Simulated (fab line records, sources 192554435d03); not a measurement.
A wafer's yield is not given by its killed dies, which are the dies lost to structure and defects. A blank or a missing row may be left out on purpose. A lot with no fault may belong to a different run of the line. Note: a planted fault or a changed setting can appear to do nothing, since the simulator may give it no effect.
Matching of chambers / flow n5-finfet / N5_BEOL_M10_ALD_74 on ald-metal-03 has 4 sister chambers
The step deposits TaN, target thk 2 nm, pulse time 2 s, purge time 3 s. 20 wafers are shown with their chamber, then 10 later ones without.

WAFERS WITH THEIR CHAMBER
wafer=L076.1; chamber=3; heater-power-w (W)=327; precursor-vessel-temp-c (C)=74.93
wafer=L076.2; chamber=1; heater-power-w (W)=486; precursor-vessel-temp-c (C)=75.07
wafer=L076.5; chamber=2; heater-power-w (W)=490; precursor-vessel-temp-c (C)=74.85
wafer=L075.3; chamber=0; heater-power-w (W)=411; precursor-vessel-temp-c (C)=74.82
wafer=L075.4; chamber=2; heater-power-w (W)=485; precursor-vessel-temp-c (C)=75.10
wafer=L075.6; chamber=2; heater-power-w (W)=485; precursor-vessel-temp-c (C)=75.05
wafer=L079.1; chamber=2; heater-power-w (W)=471; precursor-vessel-temp-c (C)=74.78
wafer=L079.3; chamber=1; heater-power-w (W)=477; precursor-vessel-temp-c (C)=74.87
wafer=L079.5; chamber=1; heater-power-w (W)=489; precursor-vessel-temp-c (C)=74.98
wafer=L081.1; chamber=1; heater-power-w (W)=492; precursor-vessel-temp-c (C)=75.00
wafer=L081.3; chamber=2; heater-power-w (W)=485; precursor-vessel-temp-c (C)=75.20
wafer=L081.6; chamber=1; heater-power-w (W)=492; precursor-vessel-temp-c (C)=75.18
wafer=L080.1; chamber=0; heater-power-w (W)=420; precursor-vessel-temp-c (C)=74.93
wafer=L080.4; chamber=3; heater-power-w (W)=331; precursor-vessel-temp-c (C)=74.87
wafer=L080.5; chamber=1; heater-power-w (W)=479; precursor-vessel-temp-c (C)=75.12
wafer=L086.2; chamber=2; heater-power-w (W)=478; precursor-vessel-temp-c (C)=75.03
wafer=L086.3; chamber=0; heater-power-w (W)=407; precursor-vessel-temp-c (C)=74.97
wafer=L086.6; chamber=1; heater-power-w (W)=475; precursor-vessel-temp-c (C)=75.13
wafer=L085.2; chamber=0; heater-power-w (W)=420; precursor-vessel-temp-c (C)=74.78
wafer=L085.3; chamber=1; heater-power-w (W)=477; precursor-vessel-temp-c (C)=74.87

SIGNATURES, as means of the wafers listed above
reading=heater-power-w; chamber 0=414.50; chamber 1=483.38; chamber 2=482.33; chamber 3=329.00; scatter within a chamber=6.72
reading=precursor-vessel-temp-c; chamber 0=74.8750; chamber 1=75.0275; chamber 2=75.0017; chamber 3=74.9000; scatter within a chamber=0.124
Rule: for each reading, subtract the chamber's mean from the wafer's reading, divide by that reading's scatter and square the result; add these up over the readings and take the root, which gives the wafer's distance from the chamber. The wafer belongs to the nearest chamber; if the next one is less than 2 further off, it can't be placed. The scatter: take each reading less its chamber's mean, square it, sum over the shown wafers, divide by the number of wafers less the number of chambers, and take the root.

WAFERS MISSING THEIR CHAMBER
wafer=L085.5; heater-power-w (W)=492; precursor-vessel-temp-c (C)=74.86
wafer=L089.1; heater-power-w (W)=415; precursor-vessel-temp-c (C)=75.04
wafer=L089.3; heater-power-w (W)=494; precursor-vessel-temp-c (C)=74.98
wafer=L089.5; heater-power-w (W)=470; precursor-vessel-temp-c (C)=74.84
wafer=L087.3; heater-power-w (W)=471; precursor-vessel-temp-c (C)=74.97
wafer=L087.4; heater-power-w (W)=478; precursor-vessel-temp-c (C)=74.83
wafer=L087.5; heater-power-w (W)=460; precursor-vessel-temp-c (C)=75.08
wafer=L096.1; heater-power-w (W)=475; precursor-vessel-temp-c (C)=74.82
wafer=L096.3; heater-power-w (W)=418; precursor-vessel-temp-c (C)=74.83
wafer=L096.5; heater-power-w (W)=329; precursor-vessel-temp-c (C)=74.86

WHICH CHAMBER EACH ONE RAN IN
wafer=L085.5; from the rows above=can't be placed: 2 or 1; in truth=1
wafer=L089.1; from the rows above=0; in truth=0
wafer=L089.3; from the rows above=can't be placed: 1 or 2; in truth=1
wafer=L089.5; from the rows above=can't be placed: 2 or 1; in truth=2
wafer=L087.3; from the rows above=can't be placed: 2 or 1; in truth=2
wafer=L087.4; from the rows above=can't be placed: 2 or 1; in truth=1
wafer=L087.5; from the rows above=can't be placed: 2 or 1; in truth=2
wafer=L096.1; from the rows above=can't be placed: 2 or 1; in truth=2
wafer=L096.3; from the rows above=0; in truth=0
wafer=L096.5; from the rows above=3; in truth=3
Placed correctly: 3 of 10. From these rows, 7 cannot be placed; in 7 the true chamber is one of the candidates. Wrongly placed: 0.
